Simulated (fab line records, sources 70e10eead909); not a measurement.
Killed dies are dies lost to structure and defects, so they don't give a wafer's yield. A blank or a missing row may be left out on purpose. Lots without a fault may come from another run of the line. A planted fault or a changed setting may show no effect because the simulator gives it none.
A struck lot beside a sound one | flow nand_harc | 14 steps out of a route of 1302
Sound: wafers L878.1, L878.2, L878.5. Struck: wafers L880.1, L880.2, L880.3. The cause comes at the end.
At each step with rows: each side's tool, then ch and its chambers, then its first start. Under that, the readings that differ: sound wafers | struck wafers | difference of the means | sigmas: that difference in standard deviations of wafers without a fault.
alike: readings whose means differ by less than 2 such deviations, and words and numbers that are the same on both sides. not compared: withheld readings, readings that some wafer has no value for, bounds like >300 that may hide the same value, and numbers for which the record gives no deviation and whose values overlap.
The two part at a step that has a row with sigmas, a row that says differs or no value, or rows on one side only. Numbers that don't overlap but have no deviation are shown without sigmas and don't part them. A reading that every wafer of one side lacks parts them only if that side has two wafers or more.

NHARC_P_START_INSPECT_01:
  sound on defect_inspect-01, day 8 22:02; struck on defect_inspect-01, day 9 18:02
  alike: raw_defect_count
then, 9 steps without rows for these wafers: NHARC_P_ZERO_WELL_PRECLEAN_00 (cleans in SPM, time 600 s); NHARC_P_ZERO_WELL_SRD_01; NHARC_P_ZERO_WELL_PECVD_02 (deposits SiO2, target thk 10 nm); NHARC_P_ZERO_WELL_DEHYDRATE_03 (time 120 s); NHARC_P_ZERO_WELL_HMDS_04 (time 30 s); NHARC_P_ZERO_WELL_COAT_64 (time 65 s); NHARC_P_ZERO_WELL_COAT_05 (resist thk 600 nm); NHARC_P_ZERO_WELL_SOFTBAKE_06 (time 70 s); NHARC_P_ZERO_WELL_EBR_07.
NHARC_P_ZERO_WELL_EXPOSE_08: exposes mask P ZERO, target cd 500 nm.
  sound on krf_scanner-01 ch 0, day 8 23:05; struck on krf_scanner-02 ch 0, day 9 19:05
  reading              | sound             | struck            | difference | sigmas
  exposure_dose_mJ_cm2 | 33.78 33.77 33.76 | 34.69 34.72 34.69 | +0.93      | +23
  alike: mask
then, 2 steps without rows for these wafers: NHARC_P_ZERO_WELL_PEB_09 (peb time 80 s); NHARC_P_ZERO_WELL_DEVELOP_10 (time 50 s).
NHARC_P_ZERO_WELL_CD_MEAS_11: target cd 500 nm.
  sound on cd_sem-01 ch 0, day 8 23:14; struck on cd_sem-03 ch 0, day 9 19:14
  reading    | sound             | struck            | difference | sigmas
  cd_nm (nm) | 500.9 500.1 499.1 | 503.8 503.1 503.9 | +3.6       | +3
  not compared: hold

WHERE THEY PART
First at NHARC_P_ZERO_WELL_EXPOSE_08; last, within this record, at NHARC_P_ZERO_WELL_CD_MEAS_11.

WHY: what the simulator had put in
Process parameter drift: krf_scanner-02, from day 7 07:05 on, at NHARC_P_ZERO_WELL_EXPOSE_08. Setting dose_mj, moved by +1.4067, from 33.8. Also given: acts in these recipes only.
